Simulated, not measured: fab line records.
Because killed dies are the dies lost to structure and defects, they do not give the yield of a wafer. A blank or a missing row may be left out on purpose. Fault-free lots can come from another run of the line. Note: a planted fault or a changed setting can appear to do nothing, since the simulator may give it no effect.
Lot-split experiment -- flow n5-finfet -- 7 lots, 21 wafers read, on a route of 1938 steps

== ON THE SPLIT ==
At N5_BEOL_M14_TRENCH_ETCH_34 (etches SiO2 in C4F8/O2/Ar, target depth 556.65 nm, time 126.9 s), the setting bias-w was moved away from the recipe's 2040 W on 9 of the 21 wafers read, by -11.7% to +14.5%. All remaining wafers had this setting at the recipe value.

== SPLIT TO READING: what lies between them in the file, 1 step ==
- N5_BEOL_M14_STRIP_70: strips in C4F8/O2/Ar

== THE READING ==
trench-depth-nm, in nm, at N5_BEOL_M14_OCD_MEAS_35. On this fab line, fault-free wafers typically give 553 nm with a standard deviation of 10 nm.

wafer,"tool, chamber at the split","bias-w as run, W",against the recipe,"trench-depth-nm, nm",against lot-mates on the recipe
L076.1,"rie-diel-04, 0",1932,-5.3%,538,-33
L076.2,"rie-diel-04, 1",1932,-5.3%,545,-26
L076.5,"rie-diel-04, 2",2040,recipe,571,-
L075.1,"rie-diel-04, 2",2267,+11.1%,584,+22
L075.2,"rie-diel-04, 1",2040,recipe,562,-
L075.4,"rie-diel-04, 3",2267,+11.1%,584,+22
L079.3,"rie-diel-02, 1",2336,+14.5%,580,+30
L079.4,"rie-diel-02, 2",2040,recipe,540,-
L079.5,"rie-diel-02, 1",2040,recipe,561,-
L080.2,"rie-diel-02, 3",1888,-7.5%,528,-26
L080.3,"rie-diel-02, 0",1888,-7.5%,524,-30
L080.5,"rie-diel-02, 1",2040,recipe,554,-
L089.2,"rie-diel-02, 2",2040,recipe,543,-
L089.3,"rie-diel-02, 1",2040,recipe,558,-
L089.6,"rie-diel-02, 0",1801,-11.7%,528,-22
L092.1,"rie-diel-02, 3",2040,recipe,547,-
L092.3,"rie-diel-02, 2",2040,recipe,547,-
L092.4,"rie-diel-02, 1",2040,recipe,559,-
L097.2,"rie-diel-05, 1",2040,recipe,570,-
L097.5,"rie-diel-05, 3",1840,-9.8%,543,-24
L097.6,"rie-diel-05, 2",2040,recipe,563,-

THE FIT
A straight line over all 21 wafers: trench-depth-nm changes by +2.35 nm for each +1% of bias-w; r = +0.86; the points scatter about the line by 9.4 nm.
The same after taking each lot's own level away (the mean of its wafers on the recipe; 21 wafers): +2.46 nm for each +1%; r = +0.90; scatter 7.8 nm.
That fit puts the effect of the largest move of bias-w on the reading at 36 nm.
The span of the lots' own levels, 550.5 to 571.0 nm, comes to 2.0 times the standard deviation stated above.
Hence the lot-to-lot level has little effect on the slope; both slopes agree.
Check: +34.1 nm against its lot-mates is what the line predicts for one of the wafers moved furthest among these (+14.5%) when that wafer is left out of the fit. It came out at +29.5 nm against them.
Tool readings at the split's step, against how far the setting was moved: rf-vpp-V r = +0.94.

== OTHER SPLITS APPLIED TO THESE WAFERS ==
These wafers also went through other splits before the reading. Each is held against what the fit with the lots' levels taken away leaves over:
other split on the same wafers,wafers away from the commonest value,r with trench-depth-nm (lot level and that fit taken away)
N5_BEOL_M11_ETCH_41 time-s,7,+0.14
N5_BEOL_M12_TRENCH_ETCH_34 time-s,3,+0.03
N5_BEOL_M12_SPUTTER_43 power-w,6,-0.04

== THE WHOLE CHAIN: every reading that the file lists as answering this split, in the file's order ==
step,what it does,reading,change (the file's fit),r (the file's)
N5_BEOL_M14_TRENCH_ETCH_34,"etches SiO2 in C4F8/O2/Ar, target depth 556.65 nm, time 126.9 s",rf-vpp-V,+16.2 V for each +1% of the setting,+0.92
N5_BEOL_M14_TRENCH_ETCH_34,"etches SiO2 in C4F8/O2/Ar, target depth 556.65 nm, time 126.9 s","etch.depth-nm (the simulator's own value, which no gauge read)",+2.38 nm for each +1% of the setting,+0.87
N5_BEOL_M14_OCD_MEAS_35,,trench-depth-nm,+2.37 nm for each +1% of the setting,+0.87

== FILE'S OWN FIT ==
trench-depth-nm changes by +2.37 nm for each +1% of bias-w, r = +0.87.
